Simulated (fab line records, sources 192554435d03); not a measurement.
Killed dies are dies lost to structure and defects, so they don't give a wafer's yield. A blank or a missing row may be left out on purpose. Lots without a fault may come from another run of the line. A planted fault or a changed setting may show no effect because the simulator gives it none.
fab line records | flow n5_finfet
record lots=10 wafers=30 last_day=17
route steps=1938 shown BEOL_M0_SAQP@649 BEOL_M4@1111 PASSIVATION@1936
lots that met no fault: from a run of the same line without faults
start_h: hours from the record's first day to the start of the lot's first wafer shown | wait_h: hours since the lot's step before | " the same as in the row above | L1.1+2: a row that stands for several wafers | - no value, or no start given | * or withheld: withheld | < > ~ a bound
route shown NAME@n: a module of which the file shows steps, and the number in the route of the first | usual: mean/standard deviation of fault-free wafers | same: alike in all rows | chamber/n: place in a boat | sites: the reading at each site | _std_site: their standard deviation | _edge_site: outer sites' mean less inner sites' | radius_mm: how far each site lies from the wafer's centre | mask NAME#n: copy n | behind: the tool/chamber that last shaped the wafer | hold: why the lot was held/for how many hours/how that ended | device: the transistor (n, p or np) that didn't switch | end of line: the same wafers' tests at the end of the route | a step without rows: its recipe alone | killed: dies lost to structure and defects at the first sort, not the wafer's yield | map: a wafer's dies, x killed, . not, _ none there
set.NAME: the setting as run; set.NAME@STEP: as run at that earlier step | model.NAME: the simulator's own value behind a step, which no gauge read
steps of the route over a sample of lots; a table a step, a row a wafer
services: from which hour (start_h, from the record's first day; less than 0 if before it) a tool's chamber was out of use, for how many hours, and why
## steps
# step N5_BEOL_M0_SAQP_CD_MEAS_14
# recipe target_cd_nm=42.5 landing_energy_ev=500 detector=se_inlens
# usual cd_nm=42.5/0.36
# same landing_energy_ev=500
# columns lot.wafer tool chamber start_h wait_h cd_nm
L185.1 cd_sem-02 0 127.09 - 43.0
L185.2 " 0 " " 42.7
L185.3 " 0 " " 42.6
L188.2 cd_sem-02 0 144.81 - 42.3
L188.3 " 0 " " 41.9
L188.6 " 0 " " 42.1
L190.2 cd_sem-03 0 155.33 - 43.1
L190.3 " 0 " " 42.7
L190.5 " 0 " " 42.6
L196.1 cd_sem-01 0 191.55 - 42.5
L196.4 " 0 " " 42.7
L196.5 " 0 " " 42.5
L197.1 cd_sem-01 0 196.39 - 42.8
L197.2 " 0 " " 42.4
L197.6 " 0 " " 42.8
L198.3 cd_sem-02 0 201.95 - 42.3
L198.4 " 0 " " 42.4
L198.5 " 0 " " 42.8
L200.1 cd_sem-02 0 213.68 - 42.5
L200.2 " 0 " " 42.7
L200.5 " 0 " " 42.9
L202.1 cd_sem-03 0 221.86 - 42.4
L202.2 " 0 " " 42.7
L202.4 " 0 " " 42.6
L203.1 cd_sem-02 0 231.51 - 43.1
L203.3 " 0 " " 42.7
L203.6 " 0 " " 42.4
L205.1 cd_sem-03 0 243.04 - 42.7
L205.4 " 0 " " 42.1
L205.6 " 0 " " 42.4
# step N5_BEOL_M0_SAQP_RECESS_104
# recipe chemistry=HF/NH3 target=SiO2 target_depth_a=180 afs_cycles=3 temp_c=30 sublimation_temp_c=180 sublimation_time_s=60
# usual drypump_motor_current_A=5.41/0.19 foreline_p_Torr=0.1280/0.00051
# columns lot.wafer tool chamber start_h wait_h drypump_motor_current_A foreline_p_Torr
L185.1 vapor_etch-02 1 129.25 0.1 5.33 0.1285
L185.2 " 0 " " 5.52 0.1281
L185.3 " 0 " " 5.49 0.1274
L188.2 vapor_etch-01 1 147.47 0.1 5.70 0.1282
L188.3 " 1 " " 5.70 0.1279
L188.6 " 1 " " 5.70 0.1285
L190.2 vapor_etch-01 0 157.51 0.1 5.19 0.1285
L190.3 " 1 " " 5.70 0.1280
L190.5 " 1 " " 5.71 0.1280
L196.1 vapor_etch-01 0 193.55 0.1 5.18 0.1274
L196.4 " 0 " " 5.16 0.1274
L196.5 " 1 " " 5.72 0.1276
L197.1 vapor_etch-02 1 198.38 0.1 5.29 0.1277
L197.2 " 0 " " 5.52 0.1289
L197.6 " 0 " " 5.51 0.1284
L198.3 vapor_etch-01 0 203.98 0.2 5.19 0.1282
L198.4 " 1 " " 5.73 0.1281
L198.5 " 1 " " 5.70 0.1283
L200.1 vapor_etch-02 0 215.65 0.1 5.52 0.1277
L200.2 " 1 " " 5.32 0.1275
L200.5 " 1 " " 5.32 0.1281
L202.1 vapor_etch-01 0 223.99 0.1 5.18 0.1281
L202.2 " 1 " " 5.69 0.1275
L202.4 " 1 " " 5.71 0.1273
L203.1 vapor_etch-02 1 233.58 0.1 5.26 0.1280
L203.3 " 1 " " 5.28 0.1279
L203.6 " 0 " " 5.52 0.1290
L205.1 vapor_etch-01 1 247.36 0.1 5.72 0.1283
L205.4 " 1 " " 5.70 0.1279
L205.6 " 1 " " 5.71 0.1285
# step N5_BEOL_M0_SAQP_SPACER2_ALD_26
# recipe material=SiO2 target_thk_a=150 temp_c=300 ald_precursor_family=BDEAS ald_co_reactant=O2-plasma pulse_time_s=1 purge_time_s=2 co_reactant_purge_time_s=2 pressure_torr=2
# usual heater_power_w=477/61 precursor_pulse_height_rel=0.999/0.018
# columns lot.wafer tool chamber start_h wait_h heater_power_w precursor_pulse_height_rel
L185.1 ald_sin-03 1 130.28 0.2 332 1.031
L185.2 " 0 " " 569 0.992
L185.3 " 3 " " 460 0.995
L188.2 ald_sin-02 2 148.31 0.1 512 0.992
L188.3 " 0 " " 562 1.029
L188.6 " 1 " " 484 1.017
L190.2 ald_sin-03 3 158.61 0.4 466 1.005
L190.3 " 1 " " 332 1.027
L190.5 " 2 " " 386 0.973
L196.1 ald_sin-03 2 194.30 0.1 398 1.010
L196.4 " 1 " " 330 1.002
L196.5 " 2 " " 388 0.985
L197.1 ald_sin-02 2 199.74 0.7 498 1.003
L197.2 " 1 " " 483 0.977
L197.6 " 1 " " 474 0.983
L198.3 ald_sin-01 2 204.61 0.1 436 1.002
L198.4 " 0 " " 439 1.008
L198.5 " 0 " " 454 0.981
L200.1 ald_sin-02 3 216.74 0.4 477 1.027
L200.2 " 1 " " 486 1.026
L200.5 " 2 " " 496 0.995
L202.1 ald_sin-01 2 224.75 0.1 437 0.993
L202.2 " 0 " " 447 1.002
L202.4 " 3 " " 491 1.012
L203.1 ald_sin-01 2 234.34 0.1 432 1.007
L203.3 " 1 " " 508 0.994
L203.6 " 3 " " 504 0.971
L205.1 ald_sin-03 3 248.29 0.1 477 1.000
L205.4 " 0 " " 567 1.000
L205.6 " 3 " " 462 0.990
# step N5_BEOL_M0_SAQP_COAT_69
# recipe resist=SOC temp_c=250 time_s=60 spin_rpm=1500 resist_thk_nm=90
# usual spin_speed_rpm=1500.0/1
# columns lot.wafer tool chamber start_h wait_h spin_speed_rpm
L185.1 litho_track-04 0 131.06 0.0 1498.9
L185.2 " 0 " " 1500.4
L185.3 " 0 " " 1499.4
L188.2 litho_track-02 0 149.10 0.0 1502.1
L188.3 " 0 " " 1502.1
L188.6 " 0 " " 1499.1
L190.2 litho_track-04 0 159.41 0.0 1499.6
L190.3 " 0 " " 1499.8
L190.5 " 0 " " 1500.4
L196.1 litho_track-02 0 195.08 0.0 1500.5
L196.4 " 0 " " 1500.4
L196.5 " 0 " " 1501.0
L197.1 litho_track-04 0 200.52 0.0 1562.7
L197.2 " 0 " " 1563.3
L197.6 " 0 " " 1563.4
L198.3 litho_track-04 0 205.44 0.0 1564.8
L198.4 " 0 " " 1562.7
L198.5 " 0 " " 1564.5
L200.1 litho_track-04 0 217.52 0.0 1562.5
L200.2 " 0 " " 1562.2
L200.5 " 0 " " 1562.1
L202.1 litho_track-02 0 225.53 0.0 1499.3
L202.2 " 0 " " 1498.6
L202.4 " 0 " " 1499.7
L203.1 litho_track-03 0 235.15 0.0 1499.4
L203.3 " 0 " " 1499.4
L203.6 " 0 " " 1500.4
L205.1 litho_track-03 0 249.07 0.0 1501.4
L205.4 " 0 " " 1499.6
L205.6 " 0 " " 1499.6
# step N5_BEOL_M4_RC_MEAS_101
# usual DIBL_N=36.5/1.7 DIBL_P=36.3/2.1 IOFF_N=0.16/0.036 IOFF_P=0.21/0.037 ION_N=676/12 ION_P=462/7.6 SS_N=71.5/0.68 SS_P=73.3/0.63 VT_N=249/3.5 VT_P=-250/3.5
# columns lot.wafer tool chamber start_h wait_h DIBL_N[mV/V] DIBL_P[mV/V] IOFF_N[nA/um] IOFF_P[nA/um] ION_N[uA/um] ION_P[uA/um] SS_N[mV/dec] SS_P[mV/dec] VT_N[mV] VT_P[mV]
L185.1 prober-02 0 189.85 0.0 38.8 38.2 0.23 0.28 697 472 71.3 74.5 248 -245
L185.2 " 0 " " 37.0 35.9 0.18 0.24 688 469 71.5 73.4 247 -248
L185.3 " 0 " " 37.7 37.0 0.20 0.26 693 472 71.6 74.2 247 -246
L188.2 prober-02 0 206.14 0.2 37.0 35.0 0.14 0.20 672 461 71.3 72.7 253 -249
L188.3 " 0 " " 35.8 32.9 0.12 0.17 664 459 71.0 72.8 257 -251
L188.6 " 0 " " 35.7 33.9 0.13 0.19 659 460 70.6 72.7 252 -251
L190.2 prober-01 0 228.12 0.2 32.2 31.4 0.11 0.16 670 459 69.9 72.1 254 -251
L190.3 " 0 " " 34.2 33.7 0.13 0.19 657 451 69.8 73.2 250 -253
L190.5 " 0 " " 36.4 36.5 0.17 0.23 683 465 71.2 74.2 249 -249
L196.1 prober-02 0 251.60 0.0 38.1 39.7 0.23 0.26 695 469 73.0 73.4 244 -248
L196.4 " 0 " " 35.3 36.3 0.17 0.21 685 467 71.8 73.4 250 -250
L196.5 " 0 " " 36.1 37.3 0.19 0.22 688 466 71.5 73.4 248 -252
L198.3 prober-01 0 259.90 0.3 36.5 37.1 0.16 0.22 674 461 71.1 73.9 252 -251
L198.4 " 0 " " 33.6 34.0 0.13 0.18 667 460 70.8 73.0 252 -254
L198.5 " 0 " " 35.1 36.0 0.14 0.21 667 461 71.1 73.9 253 -249
L197.1 prober-02 0 264.55 0.0 36.0 36.6 0.15 0.21 667 456 72.2 73.3 252 -250
L197.2 " 0 " " 34.1 34.7 0.13 0.19 677 466 71.1 73.0 251 -250
L197.6 " 0 " " 35.2 36.3 0.15 0.21 675 466 71.9 73.5 251 -250
L200.1 prober-02 0 282.16 0.0 38.1 39.1 0.23 0.26 689 467 72.1 73.5 245 -246
L200.2 " 0 " " 37.3 38.4 0.21 0.26 701 477 71.9 73.4 243 -247
L200.5 " 0 " " 36.4 37.8 0.19 0.24 693 473 71.6 74.1 247 -248
L202.1 prober-02 0 289.05 0.0 37.4 38.3 0.16 0.22 676 461 71.4 74.0 251 -249
L202.2 " 0 " " 36.9 37.2 0.16 0.21 682 461 70.6 73.2 250 -251
L202.4 " 0 " " 37.0 37.3 0.16 0.21 667 463 71.3 72.6 250 -248
L203.1 prober-01 0 293.40 0.0 35.0 34.1 0.12 0.17 665 457 71.3 72.2 252 -251
L203.3 " 0 " " 35.4 34.3 0.12 0.17 669 455 71.1 72.6 252 -255
L203.6 " 0 " " 38.7 38.4 0.18 0.23 678 464 72.1 74.3 247 -248
L205.1 prober-01 0 310.17 0.0 39.0 37.7 0.19 0.24 679 463 73.4 74.3 246 -247
L205.4 " 0 " " 36.7 36.5 0.16 0.24 689 480 70.5 73.0 248 -246
L205.6 " 0 " " 35.6 34.4 0.13 0.19 679 464 71.2 72.9 250 -252
# step N5_PASSIVATION_PROBE_49
# usual defect_limited_yield=91.4/1.5 killed_at_M0_to_M3=34/12 killed_at_M4_up=12/4.9 killed_at_contacts=13/7.2 killed_at_front_end=39/12 killed_at_other=3.7/2.9 killed_dies=101/18 killed_open=67/14 killed_short=33/7.2 sort_bin_5_function=5.1/0.97 sort_bin_6_memory=3.2/0.67 sort_n_pass=1079/17 sort_yield_pct=91.4/1.5
# same gross_dies=1180 killed_at_back_side=0 sort_bin_4_leakage[%]=0 sort_bin_8_speed[%]=0
# columns lot.wafer tool chamber start_h wait_h defect_limited_yield[%] killed_at_M0_to_M3 killed_at_M4_up killed_at_contacts killed_at_front_end killed_at_other killed_dies killed_open killed_short sort_bin_5_function[%] sort_bin_6_memory[%] sort_n_pass sort_yield_pct[%]
L185.1 prober-02 - 298.80 0.0 91.1 35 23 20 25 2 105 73 32 5.1 3.5 1075 91.1
L185.2 prober-02 - 298.85 0.1 91.5 37 18 18 26 1 100 69 26 5.0 3.4 1080 91.5
L185.3 prober-02 - 298.90 0.1 89.4 49 15 32 27 2 125 92 28 6.9 3.5 1055 89.4
L188.2 prober-01 - 309.12 0.1 90.6 46 10 5 47 3 111 68 43 5.3 3.6 1069 90.6
L188.3 prober-01 - 309.17 0.1 91.7 38 8 10 41 1 98 62 36 4.9 3.1 1082 91.7
L188.6 prober-01 - 309.32 0.3 91.2 35 11 11 44 3 104 67 37 4.7 3.9 1076 91.2
L190.2 prober-02 - 329.13 0.1 91.6 22 15 11 46 5 99 70 25 4.7 3.2 1081 91.6
L190.3 prober-02 - 329.18 0.1 92.3 21 11 6 47 6 91 62 29 4.5 3.1 1089 92.3
L190.5 prober-02 - 329.28 0.2 92.7 39 17 5 25 0 86 58 27 4.7 2.4 1094 92.7
L197.1 prober-01 - 373.71 0.0 91.2 30 16 16 40 2 104 70 34 6.1 2.5 1076 91.2
L197.2 prober-01 - 373.76 0.1 90.8 38 19 6 39 6 108 60 48 5.3 3.4 1072 90.8
L197.6 prober-01 - 373.96 0.3 91.9 30 5 7 51 2 95 58 37 4.5 3.3 1085 91.9
L203.1 prober-01 - 398.14 0.1 89.1 33 14 21 61 0 129 83 45 7.0 3.6 1051 89.1
L203.3 prober-01 - 398.24 0.2 89.2 44 7 9 67 1 128 84 43 5.9 4.3 1052 89.2
L203.6 prober-01 - 398.39 0.4 87.9 31 23 25 63 1 143 102 40 6.9 4.7 1037 87.9
L205.1 prober-02 - 412.43 0.0 88.6 42 10 26 50 7 135 94 38 6.3 5.1 1045 88.6
L205.4 prober-02 - 412.58 0.2 89.9 44 3 25 44 3 119 71 48 6.6 3.1 1061 89.9
L205.6 prober-02 - 412.68 0.3 92.1 35 6 25 23 4 93 65 28 5.3 2.5 1087 92.1
# killed by level:class
L185.1 MOL_CONTACT_COAG:geometric_particle:open=17 BEOL_M4:geometric_particle:open=11 BEOL_M2:geometric_particle:open=10 BEOL_M3:geometric_particle:open=9 BEOL_M0_SAQP:geometric_particle:short=7 GATE_CUT:geometric_particle:short=6 BEOL_M0_SAQP:geometric_particle:open=5 STI_FIN_REVEAL:geometric_particle:open=3
L185.2 MOL_CONTACT_COAG:geometric_particle:open=15 BEOL_M3:geometric_particle:open=9 BEOL_M0_SAQP:geometric_particle:open=8 BEOL_M0_SAQP:geometric_particle:short=7 GATE_CUT:geometric_particle:short=6 BEOL_M4:geometric_particle:open=6 STI_FIN_REVEAL:geometric_particle:open=4 GATE_CUT:geometric_particle:open=4
L185.3 MOL_CONTACT_COAG:geometric_particle:open=27 BEOL_M0_SAQP:geometric_particle:open=12 BEOL_M3:geometric_particle:open=12 STI_FIN_REVEAL:geometric_particle:open=10 BEOL_M2:geometric_particle:open=9 BEOL_M1:geometric_particle:open=6 STARTING-WAFER:geometric_particle:short=5 MOL_CONTACT_COAG:geometric_particle:short=4
L188.2 STI_FIN_REVEAL:geometric_particle:open=14 BEOL_M0_SAQP:geometric_particle:open=13 BEOL_M3:geometric_particle:open=10 FIN_SAQP:geometric_particle:short=7 FIN_SAQP:geometric_particle:open=6 BEOL_M0_SAQP:geometric_particle:short=6 GATE_CUT:geometric_particle:short=5 BEOL_M2:geometric_particle:short=5
L188.3 BEOL_M0_SAQP:geometric_particle:open=10 FIN_SAQP:geometric_particle:short=9 MOL_CONTACT_COAG:geometric_particle:open=8 STI_FIN_REVEAL:geometric_particle:open=7 BEOL_M3:geometric_particle:open=7 BEOL_M0_SAQP:geometric_particle:short=6 GATE_CUT:geometric_particle:short=5 FIN_SAQP:geometric_particle:open=4
L188.6 BEOL_M0_SAQP:geometric_particle:open=11 STI_FIN_REVEAL:geometric_particle:open=9 MOL_CONTACT_COAG:geometric_particle:open=9 GATE_CUT:geometric_particle:short=8 BEOL_M0_SAQP:geometric_particle:short=7 BEOL_M3:geometric_particle:open=6 FIN_SAQP:geometric_particle:open=5 BEOL_M4:geometric_particle:open=5
L190.2 FIN_SAQP:geometric_particle:open=16 BEOL_M2:geometric_particle:open=9 MOL_CONTACT_COAG:geometric_particle:open=7 BEOL_M4:geometric_particle:open=5 BEOL_M3:geometric_particle:open=5 DUMMY_GATE:geometric_particle:open=4 ILD0:geometric_particle:short=4 ILD0:geometric_particle:open=4
L190.3 FIN_SAQP:geometric_particle:open=11 FIN_SAQP:geometric_particle:short=9 BEOL_M2:geometric_particle:open=9 BEOL_M4:geometric_particle:open=9 DUMMY_GATE:geometric_particle:open=8 STI_FIN_REVEAL:geometric_particle:open=8 BEOL_M0_SAQP:geometric_particle:short=5 MIM_TOP:geometric_particle:short=4
L190.5 BEOL_M2:geometric_particle:open=12 BEOL_M3:geometric_particle:open=10 BEOL_M0_SAQP:geometric_particle:short=8 FIN_SAQP:geometric_particle:short=7 BEOL_M4:geometric_particle:open=6 MOL_CONTACT_COAG:geometric_particle:open=5 DUMMY_GATE:geometric_particle:open=4 BEOL_M2:geometric_particle:short=4
L197.1 BEOL_M4:geometric_particle:open=13 FIN_SAQP:geometric_particle:open=12 MOL_CONTACT_COAG:geometric_particle:open=10 BEOL_M2:geometric_particle:open=10 BEOL_M0_SAQP:geometric_particle:short=7 GATE_CUT:geometric_particle:short=6 MOL_CONTACT_COAG:geometric_particle:short=6 FIN_SAQP:geometric_particle:short=5
L197.2 FIN_SAQP:geometric_particle:open=10 BEOL_M4:geometric_particle:open=10 BEOL_M0_SAQP:geometric_particle:short=9 BEOL_M2:geometric_particle:open=9 FIN_SAQP:geometric_particle:short=7 STI_FIN_REVEAL:geometric_particle:open=7 GATE_CUT:geometric_particle:short=5 MOL_CONTACT_COAG:geometric_particle:open=5
L197.6 STI_FIN_REVEAL:geometric_particle:open=10 FIN_SAQP:geometric_particle:short=9 FIN_SAQP:geometric_particle:open=9 BEOL_M2:geometric_particle:open=8 GATE_CUT:geometric_particle:short=7 MOL_CONTACT_COAG:geometric_particle:open=7 BEOL_M3:geometric_particle:short=6 GATE_CUT:geometric_particle:open=5
L203.1 FIN_SAQP:geometric_particle:short=15 MOL_CONTACT_COAG:geometric_particle:open=14 STI_FIN_REVEAL:geometric_particle:open=13 FIN_SAQP:geometric_particle:open=10 BEOL_M1:geometric_particle:open=8 MOL_CONTACT_COAG:geometric_particle:short=7 BEOL_M3:geometric_particle:open=7 BEOL_M4:geometric_particle:open=7
L203.3 FIN_SAQP:geometric_particle:short=17 FIN_SAQP:geometric_particle:open=17 BEOL_M1:geometric_particle:open=16 BEOL_M0_SAQP:geometric_particle:open=9 MOL_CONTACT_COAG:geometric_particle:open=8 BEOL_M2:geometric_particle:open=6 DUMMY_GATE:geometric_particle:open=5 GATE_CUT:geometric_particle:short=5
L203.6 MOL_CONTACT_COAG:geometric_particle:open=23 FIN_SAQP:geometric_particle:short=16 STI_FIN_REVEAL:geometric_particle:open=16 FIN_SAQP:geometric_particle:open=12 BEOL_M2:geometric_particle:open=8 BEOL_M4:geometric_particle:open=8 STARTING-WAFER:geometric_particle:open=6 BEOL_M0_SAQP:geometric_particle:open=5
L205.1 MOL_CONTACT_COAG:geometric_particle:open=21 STI_FIN_REVEAL:geometric_particle:open=18 BEOL_M3:geometric_particle:open=17 FIN_SAQP:geometric_particle:short=11 FIN_SAQP:geometric_particle:open=8 BEOL_M0_SAQP:geometric_particle:open=8 BEOL_M0_SAQP:geometric_particle:short=7 MOL_CONTACT_COAG:geometric_particle:short=5
L205.4 MOL_CONTACT_COAG:geometric_particle:open=19 FIN_SAQP:geometric_particle:short=13 BEOL_M0_SAQP:geometric_particle:open=13 BEOL_M0_SAQP:geometric_particle:short=12 STI_FIN_REVEAL:geometric_particle:open=8 BEOL_M1:geometric_particle:open=7 MOL_CONTACT_COAG:geometric_particle:short=6 STARTING-WAFER:geometric_particle:short=6
L205.6 MOL_CONTACT_COAG:geometric_particle:open=22 BEOL_M1:geometric_particle:open=11 BEOL_M0_SAQP:geometric_particle:open=10 BEOL_M1:geometric_particle:short=5 BEOL_M0_SAQP:geometric_particle:short=4 STARTING-WAFER:geometric_particle:short=4 FIN_SAQP:geometric_particle:short=3 DUMMY_GATE:geometric_particle:open=3
## services
# columns tool chamber start_h hours kind
vapor_etch-01 - 111.01 2.8 pm
ald_sin-03 - 111.26 6.0 pm
ald_sin-02 3 123.38 3.3 repair
ald_sin-02 - 140.54 0.7 repair
litho_track-04 - 168.40 - consumable_replace:filter
litho_track-03 - 181.99 - consumable_replace:filter
litho_track-04 - 199.28 - consumable_replace:filter
vapor_etch-01 0 205.91 2.9 repair
ald_sin-02 - 212.74 1.2 repair
vapor_etch-02 - 229.53 0.1 repair
ald_sin-01 - 240.48 14.6 pm
ald_sin-03 1 242.68 37.2 repair
## key
first_sign step=N5_BEOL_M0_SAQP_COAT_69 reading=spin_speed_rpm direction=up sigmas=63 usual=* struck=*
effect none on later readings
met_at N5_BEOL_M0_SAQP_COAT_69
struck_lots L197,L198,L200
not_acting_at N5_BEOL_M0_SAQP_CD_MEAS_14,N5_BEOL_M0_SAQP_RECESS_104,N5_BEOL_M0_SAQP_SPACER2_ALD_26
onset_between 159.41 200.52
fault kind=process_parameter_drift tool=litho_track-04 chamber=- onset_h=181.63 steps=N5_BEOL_M0_SAQP_COAT_69 channel=spin_rpm offset=* shape=step end_h=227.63 acts_in=* stated=*
